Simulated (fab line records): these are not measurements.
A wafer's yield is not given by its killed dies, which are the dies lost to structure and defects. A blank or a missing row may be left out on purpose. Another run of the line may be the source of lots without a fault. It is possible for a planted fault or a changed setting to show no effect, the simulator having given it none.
fab line records | flow n5-finfet
record lots=12 wafers=36 last-day=17
route steps=1938 shown BEOL_M0@740 TV_OPEN@1890 PAD_METAL@1894 PASSIVATION@1936
lots that met no fault: from a run of the same line without faults
start-h: start of the lot's first displayed wafer, in hours after the record's first day | wait-h: hours since the lot's step before | " the same as in the row above | L1.1+2: a row that stands for several wafers | - no value, or no start given | * or withheld: withheld | < > ~ a bound
route shown NAME@n: NAME is a module with steps in the file, n the number in the route of the first one | usual: mean and standard deviation over wafers with no fault | same: alike in all rows | chamber/n: place in a boat | sites: per-site readings | _std_site: how widely they spread, as a standard deviation | _edge_site: the outer-site mean with the inner-site mean subtracted | radius-mm: for every site, how far away it sits from the centre of the wafer | mask NAME#n: copy n | behind: the most recent tool/chamber to have shaped the wafer | hold: why the lot went on hold/how many hours it stayed there/how the hold came to an end | device: the transistor (n, p or np) that didn't switch | end of line: tests of these same wafers at the route's end | where a step has no rows: the recipe by itself | killed: the dies lost at the first sort to structure and to defects; this is not the yield of the wafer | map: the dies of a wafer, with x for killed, . for not killed, _ for no die there
set.NAME: setting as actually run; set.NAME@STEP: the setting as run at that earlier step | model.NAME: the simulator's own value behind a step, which no gauge read
the route's steps for a sample of lots (tables are steps, rows are wafers)
services: when a tool's chamber went out of use (start-h, in hours from the record's first day, below 0 if earlier), for how many hours, and the reason
## steps
# step N5_BEOL_M0_SPUTTER_141
# recipe material=Cu target-thk-a=40 temp-c=-20 chamber-pressure-pa=0.07 power-w=withheld time-s=7.37
# usual throttle-valve-pct=29.7/0.98
# columns lot.wafer tool chamber start-h wait-h throttle-valve-pct
L333.1 pvd-sputter-03 - 117.93 0.0 29.9
L333.3 " - " " 29.4
L333.5 " - " " 29.8
L334.3 pvd-sputter-01 - 129.89 0.0 28.7
L334.5 " - " " 28.7
L334.6 " - " " 30.1
L336.1 pvd-sputter-03 - 137.25 0.0 27.7
L336.4 " - " " 31.1
L336.6 " - " " 31.3
L335.1 pvd-sputter-01 - 138.79 0.0 31.0
L335.4 " - " " 30.3
L335.5 " - " " 30.1
L337.1 pvd-sputter-03 - 142.14 0.0 29.8
L337.2 " - " " 29.3
L337.3 " - " " 27.8
L341.3 pvd-sputter-02 - 190.14 0.0 28.6
L341.4 " - " " 30.1
L341.5 " - " " 30.1
L344.2 pvd-sputter-02 - 195.56 0.0 29.8
L344.4 " - " " 30.6
L344.5 " - " " 30.5
L350.1 pvd-sputter-01 - 234.16 0.0 28.6
L350.2 " - " " 30.0
L350.5 " - " " 28.6
L352.1 pvd-sputter-01 - 240.89 0.0 30.9
L352.2 " - " " 29.9
L352.5 " - " " 28.8
L354.2 pvd-sputter-01 - 250.13 0.0 30.7
L354.4 " - " " 28.8
L354.6 " - " " 30.0
L355.1 pvd-sputter-01 - 256.98 0.0 30.1
L355.2 " - " " 30.9
L355.6 " - " " 28.6
L356.1 pvd-sputter-01 - 260.10 0.0 28.6
L356.2 " - " " 30.8
L356.4 " - " " 30.7
# step N5_PASSIVATION_ETCH_15
# recipe chemistry=CF4/N2 target=SiCN target-depth-a=750 taper-deg=2 time-s=81.2 ion-energy-ev=150 mask-material=SiNx pressure-mtorr=40 source-w=430 bias-w=70 Ar_flow_sccm=100 cf4-flow-sccm=60 n2-flow-sccm=60
# usual drypump-motor-current-A=5.8/0.54 oes-product-au=0.78/0.069 rf-vpp-V=382.1/2.1 showerhead-plenum-p-Torr=2.20/0.077 throttle-valve-pct=15.48/0.23
# columns lot.wafer tool chamber start-h wait-h drypump-motor-current-A oes-product-au rf-hours-counter-h rf-vpp-V showerhead-plenum-p-Torr throttle-valve-pct
L333.1 rie-diel-05 1 - - 5.8 0.74 199 382.9 2.28 15.65
L333.3 " 3 " " 5.7 0.92 13 384.6 2.35 15.29
L333.5 " 3 " " 5.8 0.92 - 386.0 2.35 15.28
L336.1 rie-diel-02 1 - - 5.5 0.73 187 382.4 2.28 15.54
L336.4 " 2 " " 5.1 0.80 100 380.3 2.14 15.36
L336.6 " 3 " " 6.6 0.89 - 383.7 2.24 15.12
L337.1 rie-diel-06 0 - - 5.8 0.82 69 381.8 2.24 15.18
L337.2 " 3 " " 6.6 0.80 106 379.3 2.14 15.46
L337.3 " 2 " " 6.6 0.74 179 381.9 2.20 15.61
L334.3 rie-diel-02 0 - - 5.1 0.87 48 385.5 2.34 15.65
L334.5 " 3 " " 6.6 0.87 - 382.2 2.24 15.12
L334.6 " 2 " " 5.1 0.78 - 381.1 2.13 15.37
L335.1 rie-diel-02 3 - - 6.6 0.87 46 383.3 2.24 15.12
L335.4 " 0 " " 5.1 0.86 53 385.4 2.34 15.66
L335.5 " 2 " " 5.1 0.78 - 379.4 2.13 15.38
L341.3 rie-diel-05 3 - - 5.7 0.88 35 385.0 2.34 15.31
L341.4 " 1 " " 5.8 0.72 225 382.4 2.27 15.71
L341.5 " 2 " " 5.4 0.71 - 381.4 2.18 15.87
L344.2 rie-diel-06 1 - - 5.5 0.69 224 380.9 2.10 15.55
L344.4 " 3 " " 6.6 0.78 - 380.3 2.13 15.48
L344.5 " 2 " " 6.5 0.73 - 383.3 2.19 15.63
L350.1 rie-diel-06 2 - - 6.5 0.72 205 381.4 2.19 15.65
L350.2 " 3 " " 6.6 0.78 136 382.2 2.13 15.51
L350.5 " 3 " " 6.6 0.77 - 379.8 2.13 15.52
L352.1 rie-diel-02 0 - - 5.1 0.82 84 383.8 2.32 15.71
L352.2 " 2 " " 5.1 0.75 136 380.9 2.12 15.42
L352.5 " 3 " " 6.5 0.82 - 384.0 2.23 15.20
L354.2 rie-diel-06 3 - - 6.5 0.77 145 380.3 2.12 15.53
L354.4 " 0 " " 5.7 0.80 92 383.8 2.23 15.23
L354.6 " 0 " " 5.7 0.80 - 383.1 2.23 15.22
L355.1 rie-diel-02 2 - - 5.0 0.75 142 380.4 2.12 15.40
L355.2 " 3 " " 6.5 0.82 85 381.8 2.22 15.21
L355.6 " 1 " " 5.5 0.69 - 383.8 2.26 15.66
L356.1 rie-diel-06 2 - - 6.5 0.72 214 381.9 2.19 15.68
L356.2 " 3 " " 6.5 0.76 145 380.8 2.12 15.53
L356.4 " 1 " " 5.5 0.68 250 378.5 2.09 15.59
# step N5_PASSIVATION_PRE_CLEAN_19
# recipe gas=H2/He time-s=* temp-c=*
# usual heater-power-w=453/37
# columns lot.wafer tool chamber start-h wait-h heater-power-w
L333.1 pvd-sputter-01 - 237.97 0.0 486
L333.3 " - " " 465
L333.5 " - " " 456
L336.1 pvd-sputter-02 - 262.37 0.0 470
L336.4 " - " " 455
L336.6 " - " " 472
L337.1 pvd-sputter-03 - 277.75 0.0 473
L337.2 " - " " 472
L337.3 " - " " 403
L334.3 pvd-sputter-02 - 279.71 0.0 473
L334.5 " - " " 491
L334.6 " - " " 446
L335.1 pvd-sputter-03 - 293.44 0.0 478
L335.4 " - " " 458
L335.5 " - " " 489
L341.3 pvd-sputter-03 - 327.82 0.0 473
L341.4 " - " " 490
L341.5 " - " " 451
L344.2 pvd-sputter-02 - 335.62 0.0 442
L344.4 " - " " 477
L344.5 " - " " 472
L350.1 pvd-sputter-01 - 378.09 0.0 435
L350.2 " - " " 442
L350.5 " - " " 435
L352.1 pvd-sputter-01 - 387.85 0.0 492
L352.2 " - " " 365
L352.5 " - " " 373
L354.2 pvd-sputter-02 - 404.10 0.0 453
L354.4 " - " " 487
L354.6 " - " " 450
L355.1 pvd-sputter-03 - 404.31 0.0 480
L355.2 " - " " 393
L355.6 " - " " 495
L356.1 pvd-sputter-03 - 405.55 0.0 441
L356.2 " - " " 480
L356.4 " - " " 394
# step N5_PASSIVATION_PROBE_49
# usual defect-limited-yield=91.2/1.5 killed_at_M0_to_M3=35/11 killed_at_M4_up=13/5.6 killed-at-contacts=13/6.3 killed-at-front-end=38/12 killed-at-other=3.7/2.9 killed-dies=104/18 killed-on-rim=14/3.8 killed-open=69/13 killed-short=34/8.3 sort_bin_5_function=5.2/0.95 sort_bin_6_memory=3.3/0.68 sort-n-pass=1076/18 sort-yield-pct=91.2/1.5
# same gross-dies=1180 killed-at-back-side=0 sort_bin_4_leakage[%]=0 sort_bin_8_speed[%]=0
# columns lot.wafer tool chamber start-h wait-h defect-limited-yield[%] killed_at_M0_to_M3 killed_at_M4_up killed-at-contacts killed-at-front-end killed-at-other killed-dies killed-on-rim killed-open killed-short sort_bin_5_function[%] sort_bin_6_memory[%] sort-n-pass sort-yield-pct[%]
L333.1 prober-02 - 244.67 0.0 91.6 36 8 15 31 9 99 12 67 29 5.3 2.9 1081 91.6
L333.3 prober-02 - 244.77 0.1 91.9 25 14 13 35 9 96 11 63 33 4.6 3.3 1084 91.9
L333.5 prober-02 - 244.87 0.2 93.6 32 6 4 28 5 75 10 38 34 3.1 3.1 1105 93.6
L336.1 prober-01 - 268.10 0.0 92.5 43 15 7 22 2 89 8 56 32 4.7 2.5 1091 92.5
L336.4 prober-01 - 268.25 0.2 93.2 41 13 2 22 2 80 11 55 25 3.6 2.9 1100 93.2
L336.6 prober-01 - 268.35 0.3 92.8 41 5 17 22 0 85 11 58 24 4.3 2.7 1095 92.8
L337.1 prober-01 - 283.56 0.0 92.2 35 15 9 30 3 92 14 56 35 4.5 3.0 1088 92.2
L337.2 prober-01 - 283.61 0.1 90.7 32 24 13 34 7 110 14 80 30 5.8 3.0 1070 90.7
L337.3 prober-01 - 283.66 0.1 90.6 23 29 14 38 7 111 13 84 27 5.8 3.1 1069 90.6
L334.3 prober-01 - 286.11 0.1 91.9 36 13 18 29 0 96 15 64 29 4.8 3.1 1084 91.9
L334.5 prober-01 - 286.21 0.2 91.0 48 13 17 24 4 106 13 73 33 5.4 3.0 1074 91.0
L334.6 prober-01 - 286.26 0.3 91.1 42 21 11 25 6 105 23 78 23 5.4 3.2 1075 91.1
L335.1 prober-02 - 299.68 0.0 90.7 40 14 14 39 3 110 17 79 27 5.9 2.8 1070 90.7
L335.4 prober-02 - 299.83 0.2 92.7 28 13 18 23 4 86 15 63 21 4.1 3.1 1094 92.7
L335.5 prober-02 - 299.88 0.2 88.4 54 12 4 62 5 137 26 84 49 7.4 3.7 1043 88.4
L341.3 prober-01 - 333.66 0.1 78.9 182 13 6 45 3 249 11 60 29 13.3 3.8 931 78.9
L341.4 prober-01 - 333.71 0.2 79.7 163 7 21 40 8 239 29 74 37 10.8 5.0 941 79.7
L341.5 prober-01 - 333.76 0.2 80.9 159 17 13 32 4 225 27 61 23 12.0 3.8 955 80.9
L344.2 prober-01 - 341.59 0.1 81.4 144 17 4 55 0 220 26 58 29 11.8 3.4 960 81.4
L344.4 prober-01 - 341.69 0.2 82.0 139 15 10 42 6 212 29 59 36 10.9 3.4 968 82.0
L344.5 prober-01 - 341.74 0.2 82.1 131 10 13 57 0 211 26 77 25 10.0 4.1 969 82.1
L350.1 prober-02 - 383.69 0.0 93.1 31 13 18 19 0 81 9 54 27 4.2 2.6 1099 93.1
L350.2 prober-02 - 383.74 0.1 91.4 33 8 21 37 2 101 17 62 37 4.4 3.3 1079 91.4
L350.5 prober-02 - 383.89 0.2 92.7 23 16 18 27 2 86 10 59 26 4.3 2.9 1094 92.7
L352.1 prober-01 - 393.56 0.0 90.4 52 11 7 38 5 113 14 70 43 5.7 3.6 1067 90.4
L352.2 prober-01 - 393.61 0.1 90.7 56 13 8 31 2 110 18 79 30 5.5 3.5 1070 90.7
L352.5 prober-01 - 393.76 0.2 89.2 61 16 9 35 6 127 17 90 37 5.8 4.7 1053 89.2
L354.2 prober-01 - 409.89 0.1 89.3 46 11 18 49 2 126 17 90 32 6.4 3.6 1054 89.3
L354.4 prober-01 - 409.99 0.2 91.1 37 12 13 37 6 105 16 68 33 5.6 3.2 1075 91.1
L354.6 prober-01 - 410.09 0.3 91.7 25 14 14 43 2 98 15 66 30 4.7 3.0 1082 91.7
L355.1 prober-02 - 410.79 0.0 92.5 26 13 4 45 0 88 10 63 25 4.1 3.1 1092 92.5
L355.2 prober-02 - 410.84 0.1 90.3 38 15 11 49 2 115 13 57 57 4.7 4.3 1065 90.3
L355.6 prober-02 - 411.04 0.3 91.0 32 16 6 47 5 106 10 75 30 4.4 4.1 1074 91.0
L356.1 prober-01 - 411.86 0.0 92.0 20 18 17 34 5 94 12 62 32 4.3 3.3 1086 92.0
L356.2 prober-01 - 411.91 0.1 91.5 28 15 15 39 3 100 15 68 31 4.7 3.4 1080 91.5
L356.4 prober-01 - 412.01 0.2 92.3 18 15 17 32 9 91 13 63 28 4.7 2.8 1089 92.3
# killed by level:class
L333.1 MOL_CONTACT_COAG:geometric-particle:open=13 FIN_SAQP:geometric-particle:open=10 BEOL_M1:geometric-particle:open=10 BEOL_M0_SAQP:geometric-particle:open=7 BEOL_M2:geometric-particle:open=6 BEOL_M0_SAQP:geometric-particle:short=5 GATE_CUT:geometric-particle:short=4 STI_FIN_REVEAL:geometric-particle:open=3
L333.3 MOL_CONTACT_COAG:geometric-particle:open=11 FIN_SAQP:geometric-particle:short=8 DUMMY_GATE:geometric-particle:open=7 FIN_SAQP:geometric-particle:open=5 BEOL_M0_SAQP:geometric-particle:open=5 BEOL_M2:geometric-particle:open=5 BEOL_M3:geometric-particle:open=5 BEOL_M5:geometric-particle:open=5
L333.5 BEOL_M0_SAQP:geometric-particle:short=13 BEOL_M0_SAQP:geometric-particle:open=12 STARTING-WAFER:geometric-particle:short=6 GATE_CUT:geometric-particle:short=5 STI_FIN_REVEAL:geometric-particle:short=4 MOL_CONTACT_COAG:geometric-particle:open=3 BEOL_M2:geometric-particle:open=3 FIN_SAQP:geometric-particle:short=2
L336.1 BEOL_M3:geometric-particle:open=19 BEOL_M0_SAQP:geometric-particle:short=11 BEOL_M4:geometric-particle:open=9 MOL_CONTACT_COAG:geometric-particle:open=6 STI_FIN_REVEAL:geometric-particle:open=4 GATE_CUT:geometric-particle:short=4 FIN_SAQP:geometric-particle:short=3 BEOL_M0_SAQP:geometric-particle:open=3
L336.4 BEOL_M3:geometric-particle:open=13 BEOL_M0_SAQP:geometric-particle:open=9 GATE_CUT:geometric-particle:short=7 BEOL_M1:geometric-particle:open=6 BEOL_M0_SAQP:geometric-particle:short=5 FIN_SAQP:geometric-particle:open=4 GATE_CUT:geometric-particle:open=4 BEOL_M3:geometric-particle:short=3
L336.6 MOL_CONTACT_COAG:geometric-particle:open=13 BEOL_M3:geometric-particle:open=11 BEOL_M0_SAQP:geometric-particle:open=8 BEOL_M3:geometric-particle:short=7 MOL_CONTACT_COAG:geometric-particle:short=4 BEOL_M0_SAQP:geometric-particle:short=4 BEOL_M1:geometric-particle:open=4 FIN_SAQP:geometric-particle:open=3
L337.1 BEOL_M3:geometric-particle:open=9 BEOL_M4:geometric-particle:open=9 GATE_CUT:geometric-particle:short=6 MOL_CONTACT_COAG:geometric-particle:open=6 STI_FIN_REVEAL:geometric-particle:open=5 BEOL_M0_SAQP:geometric-particle:short=5 BEOL_M2:geometric-particle:open=5 FIN_SAQP:geometric-particle:open=4
L337.2 BEOL_M4:geometric-particle:open=12 MOL_CONTACT_COAG:geometric-particle:open=11 BEOL_M2:geometric-particle:open=11 STI_FIN_REVEAL:geometric-particle:open=10 FIN_SAQP:geometric-particle:open=9 BEOL_M3:geometric-particle:open=5 FIN_SAQP:geometric-particle:short=4 BEOL_M0:geometric-particle:open=4
L337.3 STI_FIN_REVEAL:geometric-particle:open=15 MOL_CONTACT_COAG:geometric-particle:open=11 BEOL_M4:geometric-particle:open=11 BEOL_M1:geometric-particle:open=7 BEOL_M3:geometric-particle:open=7 BEOL_M5:geometric-particle:open=5 STI_FIN_REVEAL:geometric-particle:short=4 ILD0:geometric-particle:open=4
L334.3 MOL_CONTACT_COAG:geometric-particle:open=14 BEOL_M1:geometric-particle:open=10 BEOL_M0_SAQP:geometric-particle:open=9 FIN_SAQP:geometric-particle:short=6 BEOL_M4:geometric-particle:open=6 DUMMY_GATE:geometric-particle:open=5 BEOL_M0_SAQP:geometric-particle:short=5 STARTING-WAFER:geometric-particle:open=4
L334.5 BEOL_M0_SAQP:geometric-particle:open=15 MOL_CONTACT_COAG:geometric-particle:open=13 BEOL_M1:geometric-particle:open=12 BEOL_M0_SAQP:geometric-particle:short=6 STI_FIN_REVEAL:geometric-particle:open=5 BEOL_M3:geometric-particle:open=5 MOL_CONTACT_COAG:geometric-particle:short=4 FIN_SAQP:geometric-particle:open=3
L334.6 BEOL_M1:geometric-particle:open=15 BEOL_M4:geometric-particle:open=10 MOL_CONTACT_COAG:geometric-particle:open=9 BEOL_M0_SAQP:geometric-particle:open=7 STI_FIN_REVEAL:geometric-particle:open=5 BEOL_M8:geometric-particle:open=5 FIN_SAQP:geometric-particle:short=4 BEOL_M3:geometric-particle:open=4
L335.1 MOL_CONTACT_COAG:geometric-particle:open=14 FIN_SAQP:geometric-particle:open=10 STI_FIN_REVEAL:geometric-particle:open=8 BEOL_M2:geometric-particle:open=8 BEOL_M1:geometric-particle:open=6 BEOL_M3:geometric-particle:open=6 DUMMY_GATE:geometric-particle:open=5 BEOL_M0_SAQP:geometric-particle:open=5
L335.4 MOL_CONTACT_COAG:geometric-particle:open=14 STI_FIN_REVEAL:geometric-particle:open=9 BEOL_M2:geometric-particle:open=9 BEOL_M3:geometric-particle:open=6 BEOL_M4:geometric-particle:open=5 MOL_CONTACT_COAG:geometric-particle:short=4 BEOL_M1:geometric-particle:open=4 BEOL_M3:geometric-particle:short=4
L335.5 BEOL_M0_SAQP:geometric-particle:short=15 FIN_SAQP:geometric-particle:open=12 STI_FIN_REVEAL:geometric-particle:open=11 BEOL_M0_SAQP:geometric-particle:open=10 BEOL_M3:geometric-particle:open=10 FIN_SAQP:geometric-particle:short=9 BEOL_M2:geometric-particle:open=7 GATE_CUT:geometric-particle:short=6
L341.3 BEOL_M0:unspecified=158 FIN_SAQP:geometric-particle:open=18 FIN_SAQP:geometric-particle:short=11 BEOL_M0_SAQP:geometric-particle:open=8 BEOL_M4:geometric-particle:open=6 BEOL_M1:geometric-particle:open=5 BEOL_M0_SAQP:geometric-particle:short=4 BEOL_M1:geometric-particle:short=4
L341.4 BEOL_M0:unspecified=128 MOL_CONTACT_COAG:geometric-particle:open=16 FIN_SAQP:geometric-particle:open=12 BEOL_M0_SAQP:geometric-particle:open=12 BEOL_M0_SAQP:geometric-particle:short=10 DUMMY_GATE:geometric-particle:open=9 BEOL_M1:geometric-particle:open=8 FIN_SAQP:geometric-particle:short=5
L341.5 BEOL_M0:unspecified=140 FIN_SAQP:geometric-particle:open=11 MOL_CONTACT_COAG:geometric-particle:open=10 FIN_SAQP:geometric-particle:short=6 BEOL_M3:geometric-particle:open=6 BEOL_M1:geometric-particle:open=5 BEOL_M4:geometric-particle:open=5 DUMMY_GATE:geometric-particle:open=4
L344.2 BEOL_M0:unspecified=133 FIN_SAQP:geometric-particle:open=16 STI_FIN_REVEAL:geometric-particle:open=16 FIN_SAQP:geometric-particle:short=8 BEOL_M4:geometric-particle:open=7 BEOL_M0_SAQP:geometric-particle:short=4 MOL_CONTACT_COAG:geometric-particle:short=3 BEOL_M8:geometric-particle:open=3
L344.4 BEOL_M0:unspecified=117 FIN_SAQP:geometric-particle:short=10 FIN_SAQP:geometric-particle:open=8 MOL_CONTACT_COAG:geometric-particle:open=8 BEOL_M0_SAQP:geometric-particle:open=8 GATE_CUT:geometric-particle:short=6 BEOL_M0_SAQP:geometric-particle:short=6 BEOL_M4:geometric-particle:open=6
L344.5 BEOL_M0:unspecified=108 FIN_SAQP:geometric-particle:open=21 STI_FIN_REVEAL:geometric-particle:open=13 MOL_CONTACT_COAG:geometric-particle:open=10 BEOL_M1:geometric-particle:open=8 FIN_SAQP:geometric-particle:short=6 BEOL_M3:geometric-particle:open=5 BEOL_M7:geometric-particle:open=4
L350.1 MOL_CONTACT_COAG:geometric-particle:open=13 BEOL_M0_SAQP:geometric-particle:short=8 BEOL_M2:geometric-particle:open=8 FIN_SAQP:geometric-particle:open=6 MOL_CONTACT_COAG:geometric-particle:short=5 BEOL_M0_SAQP:geometric-particle:open=4 BEOL_M5:geometric-particle:open=4 FIN_SAQP:geometric-particle:short=3
L350.2 MOL_CONTACT_COAG:geometric-particle:open=19 BEOL_M3:geometric-particle:open=10 GATE_CUT:geometric-particle:short=7 FIN_SAQP:geometric-particle:short=6 BEOL_M1:geometric-particle:open=6 BEOL_M0_SAQP:geometric-particle:short=5 BEOL_M0_SAQP:geometric-particle:open=5 FIN_SAQP:geometric-particle:open=4
L350.5 MOL_CONTACT_COAG:geometric-particle:open=13 BEOL_M3:geometric-particle:open=8 STI_FIN_REVEAL:geometric-particle:open=5 BEOL_M2:geometric-particle:open=5 MOL_CONTACT_COAG:geometric-particle:short=5 BEOL_M5:geometric-particle:open=5 FIN_SAQP:geometric-particle:short=4 GATE_CUT:geometric-particle:short=4
L352.1 BEOL_M0_SAQP:geometric-particle:short=15 STI_FIN_REVEAL:geometric-particle:open=10 BEOL_M3:geometric-particle:open=10 BEOL_M2:geometric-particle:open=8 MOL_CONTACT_COAG:geometric-particle:open=7 BEOL_M1:geometric-particle:open=7 BEOL_M0_SAQP:geometric-particle:open=6 GATE_CUT:geometric-particle:short=6
L352.2 BEOL_M3:geometric-particle:open=13 BEOL_M2:geometric-particle:open=12 MOL_CONTACT_COAG:geometric-particle:open=8 BEOL_M0_SAQP:geometric-particle:open=7 BEOL_M0_SAQP:geometric-particle:short=7 BEOL_M1:geometric-particle:open=6 FIN_SAQP:geometric-particle:open=5 BEOL_M7:geometric-particle:open=5
L352.5 BEOL_M3:geometric-particle:open=12 BEOL_M1:geometric-particle:open=11 STI_FIN_REVEAL:geometric-particle:open=10 BEOL_M0_SAQP:geometric-particle:open=10 BEOL_M2:geometric-particle:open=10 MOL_CONTACT_COAG:geometric-particle:open=9 BEOL_M0_SAQP:geometric-particle:short=9 FIN_SAQP:geometric-particle:short=5
L354.2 MOL_CONTACT_COAG:geometric-particle:open=14 FIN_SAQP:geometric-particle:open=11 BEOL_M0_SAQP:geometric-particle:open=11 STI_FIN_REVEAL:geometric-particle:open=10 BEOL_M0:geometric-particle:open=7 BEOL_M2:geometric-particle:open=7 BEOL_M0_SAQP:geometric-particle:short=6 DUMMY_GATE:geometric-particle:open=5
L354.4 MOL_CONTACT_COAG:geometric-particle:open=12 FIN_SAQP:geometric-particle:open=9 BEOL_M0_SAQP:geometric-particle:open=9 FIN_SAQP:geometric-particle:short=8 BEOL_M3:geometric-particle:open=6 BEOL_M0_SAQP:geometric-particle:short=5 BEOL_M1:geometric-particle:open=5 STI_FIN_REVEAL:geometric-particle:open=4
L354.6 FIN_SAQP:geometric-particle:open=11 FIN_SAQP:geometric-particle:short=9 MOL_CONTACT_COAG:geometric-particle:open=9 STI_FIN_REVEAL:geometric-particle:open=8 BEOL_M1:geometric-particle:open=7 BEOL_M3:geometric-particle:open=6 GATE_CUT:geometric-particle:short=5 MOL_CONTACT_COAG:geometric-particle:short=5
L355.1 FIN_SAQP:geometric-particle:open=14 FIN_SAQP:geometric-particle:short=8 STI_FIN_REVEAL:geometric-particle:open=8 BEOL_M0_SAQP:geometric-particle:open=7 BEOL_M4:geometric-particle:open=7 BEOL_M3:geometric-particle:open=6 BEOL_M0_SAQP:geometric-particle:short=5 GATE_CUT:geometric-particle:short=4
L355.2 FIN_SAQP:geometric-particle:short=18 BEOL_M0_SAQP:geometric-particle:short=16 BEOL_M0_SAQP:geometric-particle:open=10 MOL_CONTACT_COAG:geometric-particle:open=8 FIN_SAQP:geometric-particle:open=7 STARTING-WAFER:geometric-particle:short=6 STI_FIN_REVEAL:geometric-particle:open=5 BEOL_M3:geometric-particle:open=4
L355.6 FIN_SAQP:geometric-particle:open=17 BEOL_M0_SAQP:geometric-particle:short=8 FIN_SAQP:geometric-particle:short=7 STI_FIN_REVEAL:geometric-particle:open=7 BEOL_M1:geometric-particle:open=7 BEOL_M4:geometric-particle:open=7 GATE_CUT:geometric-particle:short=6 MOL_CONTACT_COAG:geometric-particle:open=6
L356.1 STI_FIN_REVEAL:geometric-particle:open=15 MOL_CONTACT_COAG:geometric-particle:open=13 BEOL_M4:geometric-particle:open=6 GATE_CUT:geometric-particle:short=5 BEOL_M2:geometric-particle:open=5 MOL_CONTACT_COAG:geometric-particle:short=4 BEOL_M2:geometric-particle:short=4 BEOL_M3:geometric-particle:open=4
L356.2 FIN_SAQP:geometric-particle:short=17 BEOL_M2:geometric-particle:open=13 FIN_SAQP:geometric-particle:open=11 MOL_CONTACT_COAG:geometric-particle:open=10 BEOL_M0_SAQP:geometric-particle:open=6 BEOL_M4:geometric-particle:open=5 MOL_CONTACT_COAG:geometric-particle:short=4 BEOL_M0_SAQP:geometric-particle:short=4
L356.4 MOL_CONTACT_COAG:geometric-particle:open=15 BEOL_M2:geometric-particle:open=11 STI_FIN_REVEAL:geometric-particle:open=7 BEOL_M4:geometric-particle:open=7 FIN_SAQP:geometric-particle:short=6 FIN_SAQP:geometric-particle:open=6 GATE_CUT:geometric-particle:short=5 BEOL_M0_SAQP:geometric-particle:short=5
## services
# columns tool chamber start-h hours kind
rie-diel-06 1 113.05 1.8 repair
rie-diel-02 2 113.09 5.5 repair
rie-diel-02 3 114.85 2.7 repair
rie-diel-02 0 118.74 - clean
rie-diel-02 0 118.74 - consumable-replace:focus-ring
rie-diel-02 0 118.74 - consumable-replace:showerhead
rie-diel-02 0 118.74 18.6 scheduled-down
rie-diel-02 0 118.74 18.6 vent-cycle
rie-diel-05 0 134.07 5.7 repair
rie-diel-02 3 143.56 - clean
rie-diel-02 2 187.47 42.2 repair
rie-diel-05 - 197.43 0.5 repair
rie-diel-06 2 297.63 7.9 repair
rie-diel-05 3 298.23 8.0 repair
rie-diel-06 - 302.99 14.6 pm
rie-diel-02 0 316.48 3.8 repair
rie-diel-06 0 329.38 30.4 repair
rie-diel-02 0 333.06 3.4 repair
rie-diel-06 2 337.79 6.0 repair
pvd-sputter-03 - 340.21 4.5 repair
rie-diel-02 2 359.03 13.7 repair
rie-diel-05 2 368.61 5.7 repair
rie-diel-06 0 383.07 8.4 repair
rie-diel-02 1 385.14 4.4 repair
## key
first-sign step=N5_PASSIVATION_PROBE_49 reading=killed_at_M0_to_M3 direction=up sigmas=11 usual=35 struck=153
effect step=N5_PASSIVATION_PROBE_49 reading=killed-dies direction=up sigmas=6.9 usual=104 struck=226
more-kills-born-at N5_BEOL_M0_SPUTTER_141@pvd-sputter-02=784
met-at N5_BEOL_M0_SPUTTER_141
struck-lots L341,L344
not-acting-at N5_PASSIVATION_ETCH_15,N5_PASSIVATION_PRE_CLEAN_19
fault kind=chamber-particle-source tool=pvd-sputter-02 chamber=- onset-h=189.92 steps=N5_BEOL_M0_SPUTTER_141 rate-per-visit-cm2=1.8311 end-h=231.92
